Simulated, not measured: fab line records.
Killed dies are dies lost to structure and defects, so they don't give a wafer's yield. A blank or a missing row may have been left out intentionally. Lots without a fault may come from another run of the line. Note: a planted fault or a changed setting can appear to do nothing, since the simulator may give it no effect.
Split-lot trial ; flow n5-finfet ; 7 lots, 21 wafers read, on a route of 1938 steps

ON THE SPLIT
At N5_BEOL_M10_ETCH_62 (etches SOC in N2/H2, target depth 110 nm, overetch 22 nm, time 165 s), the setting time-s was moved away from the recipe's 165 s on 5 of the 21 wafers read, by -17.7% to +13.1%. All remaining wafers had this setting at the recipe value.

Reading taken at the split's own step.

THE READING
SiARC_of_BEOL_M10_COAT_60.thk-nm (the simulator's own value, which no gauge read), in nm, at N5_BEOL_M10_ETCH_62 (etches SOC in N2/H2, target depth 110 nm, overetch 22 nm, time 165 s). There is no usual value for it anywhere in the file. Here, 16 wafers ran the recipe; their average is 23.3 nm with a standard deviation of 0.15 nm.

wafer;tool, chamber at the split;time-s as run, s;against the recipe;SiARC_of_BEOL_M10_COAT_60.thk-nm, nm;against lot-mates on the recipe
L079.1;rie-diel-02, 1;135.8;-17.7%;24.8;+1.2
L079.4;rie-diel-02, 2;135.8;-17.7%;24.4;+0.8
L079.5;rie-diel-02, 1;165;recipe;23.6;-
L081.2;rie-diel-03, 2;165;recipe;23.4;-
L081.3;rie-diel-03, 3;165;recipe;23.2;-
L081.6;rie-diel-03, 1;155.7;-5.6%;23.8;+0.5
L083.1;rie-diel-03, 1;165;recipe;23.4;-
L083.3;rie-diel-03, 3;165;recipe;23.2;-
L083.5;rie-diel-03, 3;165;recipe;23.2;-
L090.1;rie-diel-02, 3;165;recipe;23.2;-
L090.5;rie-diel-02, 0;165;recipe;23.6;-
L090.6;rie-diel-02, 3;139.7;-15.3%;24.4;+1.0
L091.1;rie-diel-03, 3;165;recipe;23.2;-
L091.2;rie-diel-03, 0;186.6;+13.1%;22.6;-0.7
L091.5;rie-diel-03, 1;165;recipe;23.4;-
L086.3;rie-diel-03, 3;165;recipe;23.2;-
L086.5;rie-diel-03, 0;165;recipe;23.4;-
L086.6;rie-diel-03, 3;165;recipe;23.2;-
L092.4;rie-diel-02, 3;165;recipe;23.2;-
L092.5;rie-diel-02, 0;165;recipe;23.6;-
L092.6;rie-diel-02, 2;165;recipe;23.4;-

THE FIT
A straight line over all 21 wafers: SiARC_of_BEOL_M10_COAT_60.thk-nm changes by -0.0681 nm for each +1% of time-s; r = -0.95; the points scatter about the line by 0.16 nm.
The same after taking each lot's own level away (the mean of its wafers on the recipe; 21 wafers): -0.0584 nm for each +1%; r = -0.95; scatter 0.14 nm.
According to that fit, moving time-s by its largest amount changes the reading by 1 nm.
From 23.27 to 23.60 nm: that is the span of the lots' own levels, equal to 2.2 times the standard deviation above.
Thus the slope moves with the lot-to-lot level: the two fits are different.
Check: for one of the wafers moved furthest among these (-17.7%), held out of the fit, the line's prediction against its lot-mates is +0.981 nm. It came out at +1.2 nm against them.

OTHER SPLITS APPLIED TO THESE WAFERS
These wafers also went through other splits before the reading. Each is held against what the fit with the lots' levels taken away leaves over:
other split on the same wafers;wafers away from the commonest value;r with SiARC_of_BEOL_M10_COAT_60.thk-nm (lot level and that fit taken away)
N5_BEOL_M7_COAT_05 spin-rpm;3;-0.20
N5_BEOL_M8_ETCH_65 source-w;5;-0.25
N5_BEOL_M8_TRENCH_ETCH_37 bias-w;5;+0.07
N5_BEOL_M9_ETCH_62 time-s;9;-0.15
N5_BEOL_M9_COAT_22 spin-rpm;5;-0.02
N5_BEOL_M10_EXPOSE_08 dose-mj;3;-0.27

FILE'S OWN FIT
SiARC_of_BEOL_M10_COAT_60.thk-nm changes by -0.0599 nm for each +1% of time-s, r = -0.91.
